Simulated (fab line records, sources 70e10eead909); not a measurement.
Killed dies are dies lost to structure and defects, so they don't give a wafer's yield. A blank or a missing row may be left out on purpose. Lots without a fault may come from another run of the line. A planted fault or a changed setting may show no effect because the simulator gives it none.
fab line records | flow nand_harc
record lots=24 wafers=72 last_day=33
route steps=1302 shown A_STAIRCASE@818 A_SGD_CUT@920 A_SLIT@934
lots that met no fault: from a run of the same line without faults
start_h: hours from the record's first day to the start of the lot's first wafer shown | wait_h: hours since the lot's step before | " the same as in the row above | L1.1+2: a row that stands for several wafers | - no value, or no start given | * or withheld: withheld | < > ~ a bound
route shown NAME@n: a module of which the file shows steps, and the number in the route of the first | usual: mean/standard deviation of fault-free wafers | same: alike in all rows | chamber/n: place in a boat | sites: the reading at each site | _std_site: their standard deviation | _edge_site: outer sites' mean less inner sites' | radius_mm: how far each site lies from the wafer's centre | mask NAME#n: copy n | behind: the tool/chamber that last shaped the wafer | hold: why the lot was held/for how many hours/how that ended | device: the transistor (n, p or np) that didn't switch | end of line: the same wafers' tests at the end of the route | a step without rows: its recipe alone | killed: dies lost to structure and defects at the first sort, not the wafer's yield | map: a wafer's dies, x killed, . not, _ none there
set.NAME: the setting as run; set.NAME@STEP: as run at that earlier step | model.NAME: the simulator's own value behind a step, which no gauge read
steps of the route over a sample of lots; a table a step, a row a wafer
services: from which hour (start_h, from the record's first day; less than 0 if before it) a tool's chamber was out of use, for how many hours, and why
## steps
# step NHARC_A_STAIRCASE_HM_DEP_462
# recipe target_thk_a=8000 temp_c=400 material=aC
# usual throttle_valve_pct=35.000/0.0089
# columns lot.wafer tool chamber start_h wait_h throttle_valve_pct
L075.1 acl_dep-01 0 388.50 0.9 35.006
L075.3 " 0 " " 34.996
L075.4 " 0 " " 35.000
L074.1 acl_dep-01 0 390.34 2.2 35.010
L074.2 " 0 " " 34.998
L074.4 " 0 " " 34.996
L076.2 acl_dep-03 0 405.80 1.3 35.007
L076.3 " 0 " " 35.008
L076.4 " 0 " " 35.010
L077.1 acl_dep-01 0 418.40 0.1 35.012
L077.5 " 0 419.62 1.3 35.000
L077.6 " 0 " " 34.981
L078.2 acl_dep-01 0 420.56 0.4 34.982
L078.3 " 0 " " 35.016
L078.4 " 0 " " 34.998
L080.1 acl_dep-01 0 442.88 4.1 35.008
L080.2 " 0 " " 35.006
L080.5 " 0 " " 35.004
L079.3 acl_dep-03 0 444.64 5.5 35.008
L079.5 " 0 " " 34.996
L079.6 " 0 " " 34.999
L081.3 acl_dep-01 0 458.45 5.2 34.995
L081.4 " 0 " " 35.011
L081.5 " 0 " " 34.994
L082.1 acl_dep-01 0 462.25 0.1 35.004
L082.2 " 0 " " 34.997
L082.6 " 0 463.78 1.6 34.992
L083.1 acl_dep-02 0 464.40 0.1 35.016
L083.4 " 0 " " 34.997
L083.5 " 0 " " 35.007
L085.1 acl_dep-01 0 479.87 0.1 35.011
L085.3 " 0 " " 34.997
L085.6 " 0 " " 34.992
L084.2 acl_dep-01 0 483.31 1.1 35.014
L084.3 " 0 " " 34.989
L084.6 " 0 " " 34.990
L086.2 acl_dep-01 0 499.56 0.4 34.993
L086.3 " 0 " " 34.994
L086.4 " 0 " " 34.994
L087.2 acl_dep-03 0 507.11 1.5 34.990
L087.3 " 0 " " 34.995
L087.6 " 0 " " 35.012
L088.3 acl_dep-03 0 524.95 5.6 34.983
L088.4 " 0 " " 34.992
L088.6 " 0 " " 35.002
L089.3 acl_dep-01 0 528.83 0.7 35.009
L089.5 " 0 " " 35.008
L089.6 " 0 " " 34.995
L090.1 acl_dep-02 0 556.50 1.8 34.997
L090.2 " 0 " " 34.992
L090.3 " 0 " " 35.010
L091.2 acl_dep-02 0 558.62 3.4 34.986
L091.3 " 0 " " 34.991
L091.6 " 0 " " 34.997
L093.2 acl_dep-01 0 567.29 6.1 35.009
L093.3 " 0 " " 34.994
L093.5 " 0 " " 34.981
L092.3 acl_dep-01 0 573.24 5.8 34.989
L092.4 " 0 " " 34.998
L092.5 " 0 " " 35.011
L095.3 acl_dep-03 0 586.13 2.4 35.010
L095.5 " 0 " " 35.013
L095.6 " 0 " " 34.999
L094.1 acl_dep-01 0 588.62 3.4 34.983
L094.3 " 0 " " 35.000
L094.4 " 0 " " 35.000
L096.1 acl_dep-01 0 598.32 0.1 34.990
L096.3 " 0 " " 35.017
L096.5 " 0 " " 34.989
L097.2 acl_dep-03 0 615.25 3.3 35.014
L097.3 " 0 " " 35.000
L097.4 " 0 " " 34.993
# step NHARC_A_STAIRCASE_DEP_301
# recipe target_thk_a=300 target_thk_nm=30 temp_c=400 pressure_torr=3.5 flow_sccm=200 rf_w=350 material=SiON
# usual heater_power_w=771/110
# columns lot.wafer tool chamber start_h wait_h heater_power_w
L075.3 pecvd-04 1 390.37 0.9 812
L075.1 " 0 " " 852
L075.4 " 0 " " 884
L074.2 pecvd-04 0 392.21 1.3 904
L074.1 " 1 " " 836
L074.4 " 0 " " 907
L076.3 pecvd-04 0 407.38 1.0 947
L076.2 " 1 " " 764
L076.4 " 1 " " 763
L077.1 pecvd-01 2 420.29 1.6 887
L077.6 " 1 " " 523
L077.5 " 2 " " 925
L078.2 pecvd-03 0 422.12 1.3 681
L078.3 " 1 " " 852
L078.4 " 0 " " 678
L080.2 pecvd-03 1 444.74 1.2 932
L080.1 " 0 " " 701
L080.5 " 1 " " 955
L079.3 pecvd-04 1 445.87 0.9 885
L079.6 " 1 " " 735
L079.5 " 0 " " 880
L081.3 pecvd-03 1 459.73 1.0 877
L081.5 " 0 " " 753
L081.4 " 2 " " 734
L082.1 pecvd-04 0 464.11 1.6 937
L082.2 " 1 " " 719
L082.6 " 1 " " 717
L083.1 pecvd-03 2 466.31 1.6 676
L083.4 " 0 " " 699
L083.5 " 2 " " 674
L085.1 pecvd-03 2 481.74 1.6 708
L085.3 " 1 " " 839
L085.6 " 1 " " 822
L084.3 pecvd-03 0 484.88 0.9 652
L084.2 " 1 " " 896
L084.6 " 2 " " 753
L086.3 pecvd-04 1 501.18 1.0 730
L086.2 " 2 " " 682
L086.4 " 1 " " 737
L087.3 pecvd-04 0 508.66 0.9 863
L087.2 " 2 " " 625
L087.6 " 0 " " 877
L088.3 pecvd-04 1 526.23 1.0 771
L088.6 " 1 " " 796
L088.4 " 0 " " 923
L089.3 pecvd-04 1 530.08 0.9 726
L089.6 " 2 " " 709
L089.5 " 0 " " 959
L090.3 pecvd-01 2 558.34 0.9 887
L090.1 " 0 " " 678
L090.2 " 1 " " 662
L091.2 pecvd-01 2 560.24 1.3 868
L091.3 " 1 " " 607
L091.6 " 2 " " 922
L093.3 pecvd-04 1 568.86 1.0 841
L093.2 " 0 " " 868
L093.5 " 1 " " 864
L092.3 pecvd-01 2 574.53 1.0 929
L092.5 " 1 " " 636
L092.4 " 0 " " 709
L095.3 pecvd-01 1 587.46 1.0 597
L095.6 " 1 " " 590
L095.5 " 2 " " 835
L094.1 pecvd-04 2 590.46 1.5 735
L094.3 " 1 " " 776
L094.4 " 2 " " 576
L096.1 pecvd-04 1 600.21 1.6 840
L096.3 " 2 " " 654
L096.5 " 2 " " 636
L097.2 pecvd-04 0 616.82 1.3 904
L097.3 " 1 " " 839
L097.4 " 0 " " 937
# step NHARC_A_STAIRCASE_DESCUM_312
# recipe time_s=3 o2_flow_sccm=200 ar_flow_sccm=0 bias_power_w=0 chemistry=O2
# usual drypump_motor_current_A=5.9/0.38 oes_product_au=1.003/0.013 rf_vpp_V=57.6/0.88 showerhead_plenum_p_Torr=1.89/0.074 throttle_valve_pct=11.311/0.0087
# columns lot.wafer tool chamber start_h wait_h drypump_motor_current_A oes_product_au rf_hours_counter_h rf_vpp_V showerhead_plenum_p_Torr throttle_valve_pct
L075.1 rie_diel-02 0 391.35 - 5.6 0.988 51 56.8 1.83 11.321
L075.4 " 2 " " 5.6 0.995 49 56.8 1.80 11.314
L075.3 " 3 " " 5.6 1.010 45 57.2 1.85 11.323
L074.4 rie_diel-02 3 393.19 - 5.6 1.007 46 56.3 1.85 11.311
L074.2 " 0 " " 5.6 0.975 51 57.9 1.83 11.327
L074.1 " 1 " " 6.1 0.992 50 57.8 2.04 11.311
L076.2 rie_diel-13 0 408.33 - 5.4 1.003 15 57.5 1.87 11.320
L076.3 " 2 " " 6.2 1.010 20 58.0 1.83 11.315
L076.4 " 3 " " 6.6 1.000 18 58.7 1.94 11.318
L077.1 rie_diel-13 2 421.24 - 6.2 1.014 26 56.6 1.83 11.319
L077.6 " 3 " " 6.6 1.000 - 57.8 1.94 11.310
L077.5 " 0 " " 5.4 1.008 - 57.7 1.86 11.315
L078.2 rie_diel-13 2 422.99 - 6.3 1.021 27 57.9 1.83 11.316
L078.3 " 3 " " 6.5 1.011 25 58.5 1.94 11.303
L078.4 " 0 " " 5.4 1.014 - 57.9 1.86 11.312
L080.2 rie_diel-13 1 445.74 - 5.6 1.002 26 57.2 1.91 11.307
L080.1 " 3 " " 6.5 0.994 35 57.9 1.94 11.303
L080.5 " 0 " " 5.3 1.007 - 57.0 1.86 11.299
L079.3 rie_diel-02 1 446.86 - 6.1 0.986 15 58.7 2.04 11.305
L079.5 " 0 " " 5.6 0.983 - 56.6 1.82 11.332
L079.6 " 1 " " 6.1 0.987 - 57.3 2.04 11.294
L081.4 rie_diel-13 2 460.57 - 6.2 1.018 41 56.5 1.82 11.311
L081.3 " 3 " " 6.6 1.004 40 59.0 1.93 11.309
L081.5 " 1 " " 5.6 0.999 - 58.8 1.91 11.317
L082.2 rie_diel-13 3 465.25 - 6.6 0.993 41 58.0 1.93 11.307
L082.1 " 1 " " 5.6 0.991 32 58.7 1.91 11.306
L082.6 " 2 " " 6.2 1.011 - 56.7 1.82 11.310
L083.1 rie_diel-13 3 467.24 - 6.5 1.004 42 56.9 1.93 11.297
L083.5 " 3 " " 6.5 1.004 - 56.5 1.93 11.313
L083.4 " 1 " " 5.6 1.006 - 59.1 1.91 11.300
L085.1 rie_diel-02 1 482.74 - 6.1 0.993 30 58.2 2.03 11.309
L085.3 " 2 " " 5.6 0.981 14 56.9 1.79 11.316
L085.6 " 3 " " 5.6 1.018 - 59.6 1.84 11.303
L084.3 rie_diel-13 1 485.87 - 5.6 0.998 39 57.7 1.90 11.283
L084.2 " 2 " " 6.3 1.010 49 56.6 1.82 11.311
L084.6 " 3 " " 6.6 1.000 - 57.0 1.93 11.296
L086.3 rie_diel-13 0 504.22 - 5.4 1.005 46 58.3 1.86 11.304
L086.4 " 1 " " 5.6 1.005 47 57.1 1.90 11.302
L086.2 " 3 " " 6.5 0.984 54 55.8 1.93 11.322
L087.2 rie_diel-02 3 509.51 - 5.7 1.011 28 56.2 1.84 11.316
L087.3 " 1 " " 6.1 0.989 39 57.3 2.03 11.318
L087.6 " 0 " " 5.6 0.994 - 57.3 1.82 11.308
L088.4 rie_diel-03 3 527.21 - 5.8 1.016 1 59.1 1.96 11.311
L088.3 " 1 " " 5.9 1.011 1 57.8 2.02 11.306
L088.6 " 3 " " 5.8 1.018 - 59.8 1.96 11.314
L089.3 rie_diel-13 2 531.06 - 6.2 1.011 1 58.2 1.82 11.308
L089.5 " 1 " " 5.6 1.001 - 57.4 1.90 11.313
L089.6 " 2 " " 6.2 1.015 - 58.7 1.82 11.306
L090.1 rie_diel-02 3 559.32 - 5.6 1.020 43 57.6 1.83 11.296
L090.2 " 0 " " 5.6 1.002 53 56.0 1.81 11.320
L090.3 " 1 " " 6.1 0.981 58 57.2 2.02 11.300
L091.2 rie_diel-02 2 561.22 - 5.6 0.985 45 56.5 1.79 11.305
L091.3 " 3 " " 5.7 1.019 43 58.3 1.83 11.307
L091.6 " 2 " " 5.6 0.977 - 57.1 1.79 11.318
L093.3 rie_diel-02 1 569.85 - 6.1 0.981 60 58.3 2.02 11.312
L093.2 " 3 " " 5.6 1.021 46 58.6 1.83 11.306
L093.5 " 0 " " 5.6 0.989 - 57.1 1.81 11.305
L092.3 rie_diel-03 1 575.52 - 5.9 1.016 22 59.2 2.01 11.340
L092.4 " 2 " " 6.1 1.013 18 57.8 2.07 11.320
L092.5 " 3 " " 5.8 1.012 - 57.9 1.95 11.319
L095.3 rie_diel-13 0 588.44 - 5.4 1.007 22 57.8 1.85 11.326
L095.5 " 3 " " 6.5 0.997 - 57.3 1.92 11.313
L095.6 " 0 " " 5.4 1.002 - 57.2 1.85 11.312
L094.1 rie_diel-02 1 591.45 - 6.1 0.992 2 59.5 2.02 11.314
L094.4 " 2 " " 5.6 0.979 2 58.2 1.78 11.297
L094.3 " 3 " " 5.6 1.012 2 57.8 1.83 11.312
L096.1 rie_diel-03 3 601.16 - 5.7 1.019 25 58.2 1.95 11.294
L096.3 " 2 " " 6.1 1.023 26 57.7 2.07 11.301
L096.5 " 0 " " 6.0 1.010 - 58.5 1.88 11.326
L097.3 rie_diel-13 1 617.86 - 5.6 1.005 24 58.2 1.89 11.317
L097.2 " 2 " " 6.3 1.010 32 58.1 1.81 11.306
L097.4 " 3 " " 6.6 0.994 - 59.4 1.92 11.320
# step NHARC_A_STAIRCASE_ETCH_313
# recipe cf4_flow_sccm=100 chf3_flow_sccm=30 ar_flow_sccm=0 rf_w=500 bias_w=200 chemistry=CF4/CHF3
# usual chf3_flow_sccm=29.98/0.091 drypump_motor_current_A=5.9/0.38 oes_product_au=0.938/0.021 rf_vpp_V=370.0/2.2 showerhead_plenum_p_Torr=1.56/0.063 throttle_valve_pct=16.804/0.0093
# columns lot.wafer tool chamber start_h wait_h chf3_flow_sccm drypump_motor_current_A oes_product_au rf_hours_counter_h rf_vpp_V showerhead_plenum_p_Torr throttle_valve_pct
L075.3 rie_diel-02 1 391.43 0.1 29.85 6.1 0.923 50 374.2 1.67 16.791
L075.1 " 2 " " 30.04 5.6 0.924 49 368.0 1.48 16.807
L075.4 " 0 " " 30.01 5.6 0.921 51 368.9 1.51 16.814
L074.2 rie_diel-02 1 393.27 0.1 29.79 6.1 0.917 50 372.1 1.67 16.805
L074.4 " 3 " " 29.91 5.7 0.933 46 368.0 1.52 16.805
L074.1 " 0 " " 29.85 5.6 0.915 51 369.2 1.51 16.813
L076.4 rie_diel-13 0 408.41 0.1 29.92 5.4 0.935 15 367.7 1.54 16.803
L076.3 " 2 " " 30.09 6.3 0.942 20 369.8 1.51 16.813
L076.2 " 3 " " 30.03 6.6 0.936 18 372.4 1.60 16.803
L077.1 rie_diel-13 2 421.35 0.1 29.97 6.2 0.938 26 367.9 1.51 16.817
L077.5 " 2 " " 30.05 6.2 0.930 - 368.8 1.51 16.798
L077.6 " 3 " " 29.97 6.5 0.914 - 370.8 1.59 16.815
L078.2 rie_diel-13 0 423.09 0.1 29.90 5.4 0.964 21 369.6 1.53 16.794
L078.3 " 2 " " 30.17 6.2 0.977 27 367.6 1.51 16.803
L078.4 " 3 " " 29.96 6.6 0.967 - 371.2 1.59 16.811
L080.2 rie_diel-13 1 445.83 0.1 30.02 5.6 0.911 26 368.4 1.57 16.797
L080.1 " 2 " " 29.98 6.3 0.933 38 367.4 1.50 16.799
L080.5 " 0 " " 30.09 5.4 0.933 - 369.5 1.53 16.805
L079.3 rie_diel-02 0 446.96 0.1 30.12 5.6 0.922 15 368.5 1.50 16.796
L079.6 " 3 " " 29.89 5.7 0.980 - 368.4 1.52 16.805
L079.5 " 1 " " 30.30 6.1 0.913 - 372.9 1.67 16.806
L081.4 rie_diel-13 2 461.13 0.5 29.91 6.2 0.944 41 368.4 1.50 16.790
L081.3 " 0 " " 29.94 5.4 0.939 37 369.3 1.53 16.815
L081.5 " 2 " " 29.87 6.2 0.945 - 367.0 1.50 16.792
L082.2 rie_diel-13 1 465.39 0.1 29.99 5.6 0.929 32 371.2 1.57 16.803
L082.1 " 2 " " 30.03 6.2 0.939 43 367.1 1.50 16.810
L082.6 " 3 " " 30.05 6.5 0.937 - 370.7 1.59 16.808
L083.1 rie_diel-13 2 467.34 0.1 29.96 6.3 0.971 43 367.8 1.50 16.812
L083.4 " 1 " " 30.10 5.6 0.953 - 369.7 1.57 16.802
L083.5 " 2 " " 30.01 6.3 0.972 - 366.8 1.50 16.812
L085.3 rie_diel-02 1 482.81 0.1 29.85 6.1 0.919 30 373.9 1.67 16.808
L085.1 " 3 " " 29.98 5.7 0.938 18 369.2 1.52 16.812
L085.6 " 1 " " 30.11 6.1 0.912 - 374.2 1.67 16.819
L084.2 rie_diel-13 2 485.94 0.1 30.09 6.2 0.929 49 368.4 1.50 16.799
L084.3 " 3 " " 29.97 6.6 0.925 47 371.2 1.59 16.782
L084.6 " 3 " " 30.03 6.6 0.922 - 370.4 1.59 16.816
L086.3 rie_diel-13 0 504.39 0.2 29.98 5.4 0.923 46 369.3 1.53 16.798
L086.4 " 1 " " 30.01 5.6 0.918 47 369.6 1.56 16.784
L086.2 " 2 " " 30.02 6.2 0.937 58 369.0 1.50 16.801
L087.3 rie_diel-02 0 509.60 0.1 30.10 5.6 0.925 37 368.3 1.50 16.802
L087.2 " 1 " " 30.05 6.1 0.907 39 372.9 1.66 16.808
L087.6 " 1 " " 30.03 6.1 0.921 - 372.9 1.66 16.804
L088.4 rie_diel-03 2 527.30 0.1 30.00 6.1 0.971 1 374.5 1.70 16.808
L088.3 " 3 " " 29.86 5.8 0.976 1 371.6 1.61 16.814
L088.6 " 3 " " 29.90 5.8 0.975 - 372.9 1.61 16.806
L089.3 rie_diel-13 0 531.14 0.1 30.01 5.4 0.977 0 368.0 1.53 16.800
L089.6 " 0 " " 30.04 5.4 0.997 - 370.1 1.53 16.791
L089.5 " 1 " " 30.06 5.6 0.978 - 370.2 1.56 16.809
L090.1 rie_diel-02 0 559.41 0.1 29.96 5.6 0.964 53 367.0 1.50 16.812
L090.3 " 1 " " 29.95 6.1 0.969 58 373.8 1.66 16.807
L090.2 " 2 " " 29.85 5.6 0.968 44 366.3 1.47 16.795
L091.3 rie_diel-02 3 561.33 0.1 29.93 5.6 0.949 43 368.0 1.51 16.797
L091.2 " 1 " " 30.08 6.1 0.917 58 374.8 1.66 16.802
L091.6 " 2 " " 29.99 5.6 0.913 - 366.4 1.47 16.792
L093.2 rie_diel-02 3 569.98 0.1 30.08 5.7 0.936 46 370.7 1.51 16.806
L093.3 " 0 " " 30.01 5.6 0.921 55 368.6 1.49 16.785
L093.5 " 3 " " 29.93 5.6 0.946 - 367.2 1.51 16.814
L092.4 rie_diel-03 3 575.60 0.1 29.92 5.8 0.929 17 372.7 1.60 16.818
L092.3 " 1 " " 29.98 5.9 0.939 22 371.8 1.65 16.801
L092.5 " 3 " " 30.10 5.8 0.932 - 370.3 1.60 16.808
L095.3 rie_diel-13 0 588.52 0.1 30.06 5.4 0.925 22 368.5 1.52 16.806
L095.5 " 0 " " 29.92 5.4 0.932 - 368.3 1.52 16.801
L095.6 " 1 " " 29.95 5.6 0.919 - 369.5 1.56 16.809
L094.4 rie_diel-02 3 591.53 0.1 29.97 5.7 0.944 2 368.9 1.51 16.813
L094.1 " 0 " " 30.07 5.6 0.917 2 367.9 1.49 16.804
L094.3 " 1 " " 29.94 6.1 0.921 2 372.6 1.66 16.821
L096.1 rie_diel-03 1 601.24 0.1 29.94 5.9 0.932 30 373.7 1.65 16.808
L096.3 " 3 " " 29.78 5.8 0.927 25 372.4 1.60 16.807
L096.5 " 1 " " 30.00 5.9 0.929 - 371.0 1.65 16.815
L097.2 rie_diel-13 3 617.97 0.1 30.09 6.5 0.919 31 370.4 1.58 16.806
L097.3 " 2 " " 30.02 6.3 0.944 32 369.1 1.49 16.800
L097.4 " 1 " " 29.96 5.6 0.930 - 370.6 1.56 16.810
# step NHARC_A_SGD_CUT_STRIP_28
# recipe time_s=20 o2_flow_sccm=500 ar_flow_sccm=0 bias_w=0 chemistry=O2
# usual drypump_motor_current_A=5.8/0.36 oes_product_au=1.003/0.015 rf_vpp_V=57.7/0.82 showerhead_plenum_p_Torr=3.49/0.11 throttle_valve_pct=17.035/0.0093
# columns lot.wafer tool chamber start_h wait_h drypump_motor_current_A oes_product_au rf_hours_counter_h rf_vpp_V showerhead_plenum_p_Torr throttle_valve_pct
L074.2 rie_diel-05 2 - - 5.6 0.998 1 59.0 3.65 17.033
L074.1 " 0 " " 6.0 0.983 1 57.8 3.50 17.028
L074.4 " 1 " " 6.0 0.981 1 57.6 3.48 17.028
L075.3 rie_diel-04 3 448.69 0.2 6.4 1.011 6 57.3 3.50 17.040
L075.1 " 2 " " 6.0 1.000 6 57.5 3.53 17.037
L075.4 " 0 " " 5.6 0.996 - 55.1 3.37 17.034
L076.2 rie_diel-04 3 464.60 0.1 6.4 1.023 7 56.8 3.50 17.052
L076.3 " 0 " " 5.6 0.994 7 56.0 3.37 17.025
L076.4 " 0 " " 5.6 0.999 - 57.5 3.37 17.026
L078.3 rie_diel-04 0 - - 5.6 0.992 8 57.3 3.37 17.035
L078.4 " 1 " " 5.8 1.004 7 57.3 3.65 17.038
L078.2 " 2 " " 5.9 0.997 8 59.1 3.53 17.030
L077.1 rie_diel-05 0 - - 6.0 0.978 3 56.9 3.50 17.060
L077.5 " 3 " " 5.4 0.991 - 58.5 3.30 17.038
L077.6 " 0 " " 6.0 0.978 - 57.5 3.50 17.035
L080.1 rie_diel-04 2 - - 6.0 0.997 10 58.2 3.53 17.033
L080.2 " 0 " " 5.6 0.991 9 58.5 3.37 17.041
L080.5 " 3 " " 6.4 1.029 - 56.0 3.50 17.014
L079.3 rie_diel-05 1 - - 6.0 1.011 4 57.8 3.48 17.032
L079.6 " 3 " " 5.5 0.992 - 56.4 3.29 17.042
L079.5 " 0 " " 6.0 0.983 - 57.3 3.50 17.048
L083.1 rie_diel-07 2 - - 5.8 1.038 3 57.4 3.40 17.016
L083.4 " 0 " " 5.0 1.011 2 58.1 3.69 17.046
L083.5 " 1 " " 5.4 0.995 - 57.4 3.50 17.032
L081.3 rie_diel-05 2 - - 5.6 0.988 6 58.4 3.65 17.026
L081.4 " 1 " " 6.0 0.990 6 58.0 3.48 17.019
L081.5 " 2 " " 5.6 0.997 - 58.1 3.65 17.034
L082.2 rie_diel-04 1 515.88 0.1 5.8 0.984 10 58.0 3.65 17.029
L082.1 " 3 " " 6.4 1.017 11 58.1 3.50 17.032
L082.6 " 3 " " 6.4 1.015 - 55.7 3.50 17.030
L085.1 rie_diel-04 0 542.31 0.1 5.6 0.975 0 58.4 3.37 17.043
L085.3 " 3 " " 6.4 1.027 0 57.7 3.50 17.046
L085.6 " 0 " " 5.6 0.980 - 57.0 3.37 17.036
L084.3 rie_diel-05 0 542.32 0.1 6.0 1.000 6 57.9 3.50 17.034
L084.2 " 2 " " 5.6 0.984 7 59.4 3.65 17.044
L084.6 " 1 " " 6.0 1.005 - 57.0 3.48 17.021
L086.3 rie_diel-07 2 - - 5.7 1.022 6 57.2 3.40 17.028
L086.4 " 0 " " 5.1 1.005 5 58.5 3.69 17.038
L086.2 " 1 " " 5.4 0.990 6 57.4 3.50 17.037
L087.3 rie_diel-05 1 - - 6.0 0.996 8 57.6 3.48 17.034
L087.2 " 3 " " 5.5 0.991 7 55.6 3.29 17.037
L087.6 " 1 " " 6.0 0.998 - 57.7 3.48 17.045
L089.3 rie_diel-04 1 - - 5.7 0.988 3 57.4 3.65 17.048
L089.6 " 2 " " 6.0 0.999 - 56.8 3.53 17.044
L089.5 " 3 " " 6.4 1.007 - 57.9 3.49 17.054
L088.3 rie_diel-07 2 - - 5.8 1.032 8 58.1 3.40 17.024
L088.4 " 1 " " 5.3 1.006 8 56.8 3.50 17.035
L088.6 " 3 " " 5.8 1.025 - 57.7 3.31 17.046
L091.3 rie_diel-04 2 - - 5.9 0.987 4 57.0 3.53 17.022
L091.2 " 1 " " 5.7 1.000 4 58.7 3.65 17.032
L091.6 " 2 " " 6.0 0.995 - 58.2 3.53 17.026
L090.1 rie_diel-07 3 616.79 0.2 5.8 1.024 10 58.0 3.30 17.027
L090.2 " 0 " " 5.1 1.021 10 57.4 3.68 17.047
L090.3 " 1 " " 5.3 1.001 11 56.6 3.50 17.041
L093.2 rie_diel-04 1 - - 5.7 1.005 5 57.5 3.65 17.038
L093.3 " 2 " " 6.0 1.000 5 58.5 3.53 17.041
L093.5 " 3 " " 6.4 1.018 - 57.7 3.49 17.022
L092.3 rie_diel-07 1 - - 5.3 0.989 13 58.2 3.50 17.025
L092.4 " 3 " " 5.8 1.015 13 58.5 3.30 17.045
L092.5 " 0 " " 5.1 1.021 - 57.7 3.68 17.027
L095.3 rie_diel-04 2 - - 6.0 1.002 6 56.4 3.53 17.046
L095.5 " 3 " " 6.4 1.017 - 57.2 3.49 17.036
L095.6 " 0 " " 5.6 0.994 - 56.8 3.36 17.032
L094.1 rie_diel-05 2 651.25 0.1 5.6 1.010 3 60.0 3.64 17.047
L094.3 " 0 " " 6.0 0.989 3 58.2 3.50 17.042
L094.4 " 1 " " 6.0 0.989 - 59.0 3.48 17.048
L096.3 rie_diel-07 1 - - 5.3 1.023 0 58.8 3.50 17.030
L096.1 " 0 " " 5.1 1.009 0 57.7 3.68 17.044
L096.5 " 2 " " 5.7 1.028 - 57.2 3.40 17.043
L097.2 rie_diel-07 0 - - 5.1 1.007 1 58.2 3.68 17.046
L097.3 " 1 " " 5.3 1.024 1 57.9 3.50 17.045
L097.4 " 3 " " 5.8 1.032 1 57.7 3.30 17.025
# step NHARC_A_SLIT_OVL_MEAS_10
# usual overlay_x_nm=0.1/0.87 overlay_y_nm=0.0/1
# columns lot.wafer tool chamber start_h wait_h overlay_x_nm overlay_y_nm
L074.1 overlay-02 - 454.69 - 0.1 1.9
L074.2 " - " " 0.8 1.5
L074.4 " - " " 1.1 1.7
L075.1 overlay-01 - 455.81 - 0.6 -0.5
L075.3 " - " " 0.5 0.5
L075.4 " - " " 0.5 0.3
L076.2 overlay-02 - 469.46 - -0.3 -1.9
L076.3 " - " " 0.1 -1.2
L076.4 " - " " -0.3 -1.5
L078.2 overlay-01 - 483.80 - 1.0 -1.5
L078.3 " - " " 0.7 -1.9
L078.4 " - " " 0.8 -1.4
L077.1 overlay-02 - 483.99 - 0.9 1.4
L077.5 " - " " 0.8 1.2
L077.6 " - " " 1.3 0.4
L080.1 overlay-02 - 507.60 - -0.1 -0.5
L080.2 " - " " -0.1 -1.4
L080.5 " - " " 0.4 -1.5
L079.3 overlay-02 - 507.75 - 0.5 1.0
L079.5 " - " " -0.2 0.5
L079.6 " - " " -0.8 0.9
L083.1 overlay-01 - 523.58 - 0.6 -0.5
L083.4 " - " " 0.7 -0.6
L083.5 " - " " 0.0 0.0
L081.3 overlay-01 - 525.13 - -0.3 -0.7
L081.4 " - " " 0.1 -0.4
L081.5 " - " " -0.7 -1.0
L082.1 overlay-01 - 526.37 - 1.0 -0.3
L082.2 " - " " 1.1 -0.8
L082.6 " - " " 0.8 0.0
L085.1 overlay-02 - 549.06 - 0.2 -0.3
L085.3 " - " " 0.8 -0.6
L085.6 " - " " 0.7 0.1
L084.2 overlay-02 - 549.73 - 0.1 1.3
L084.3 " - " " 1.0 0.8
L084.6 " - " " -0.1 1.0
L086.2 overlay-02 - 573.29 - -0.6 -1.2
L086.3 " - " " -0.4 -1.3
L086.4 " - " " -0.3 -0.2
L087.2 overlay-02 - 574.35 - -0.3 -0.1
L087.3 " - " " -1.2 -0.1
L087.6 " - " " -1.5 0.4
L089.3 overlay-02 - 593.46 - 0.0 0.5
L089.5 " - " " -0.2 1.5
L089.6 " - " " 0.2 1.2
L088.3 overlay-01 - 593.76 - -0.3 -0.8
L088.4 " - " " 0.5 -1.3
L088.6 " - " " 0.0 -0.4
L091.2 overlay-02 - 621.86 - 0.9 0.3
L091.3 " - " " 0.9 0.8
L091.6 " - " " 1.1 1.0
L090.1 overlay-02 - 622.12 - 1.1 1.1
L090.2 " - " " 1.2 1.4
L090.3 " - " " 0.3 1.5
L093.2 overlay-02 - 638.94 - -1.7 -1.4
L093.3 " - " " -1.7 -0.8
L093.5 " - " " -1.6 -0.4
L092.3 overlay-01 - 643.05 - 1.5 -0.3
L092.4 " - " " 1.3 -0.1
L092.5 " - " " 1.8 -0.4
L095.3 overlay-02 - 656.29 - -0.8 1.1
L095.5 " - " " -0.7 1.0
L095.6 " - " " -0.4 0.3
L094.1 overlay-02 - 656.49 - -1.2 -1.6
L094.3 " - " " -2.2 -1.3
L094.4 " - " " -1.9 -0.9
L096.1 overlay-01 - 665.49 - -1.2 -0.3
L096.3 " - " " -0.4 0.2
L096.5 " - " " -0.8 -0.4
L097.2 overlay-01 - 682.37 - -0.5 1.6
L097.3 " - " " -0.1 1.5
L097.4 " - " " -0.3 2.4
## services
# columns tool chamber start_h hours kind
rie_diel-13 0 366.74 5.3 repair
rie_diel-13 - 369.69 2.0 repair
acl_dep-01 - 371.75 13.0 pm
rie_diel-02 - 393.83 9.0 pm
rie_diel-02 3 406.93 23.0 repair
rie_diel-13 1 415.40 12.0 repair
rie_diel-13 1 427.60 7.2 repair
pecvd-04 - 432.86 0.8 repair
rie_diel-02 2 445.54 28.5 repair
pecvd-04 - 450.03 13.0 pm
pecvd-04 1 464.66 3.9 repair
rie_diel-13 0 465.15 9.5 repair
rie_diel-13 - 519.98 9.0 pm
pecvd-04 0 540.53 15.3 repair
acl_dep-01 - 553.98 13.0 pm
rie_diel-13 1 560.85 12.8 repair
rie_diel-02 0 570.31 8.6 repair
rie_diel-02 - 570.87 9.0 pm
pecvd-04 0 575.94 2.7 repair
rie_diel-13 0 610.55 8.2 repair
rie_diel-13 1 628.30 5.6 repair
pecvd-04 - 631.03 13.0 pm
rie_diel-02 2 640.28 9.2 repair
acl_dep-01 - 651.39 2.6 repair
## key
fault none
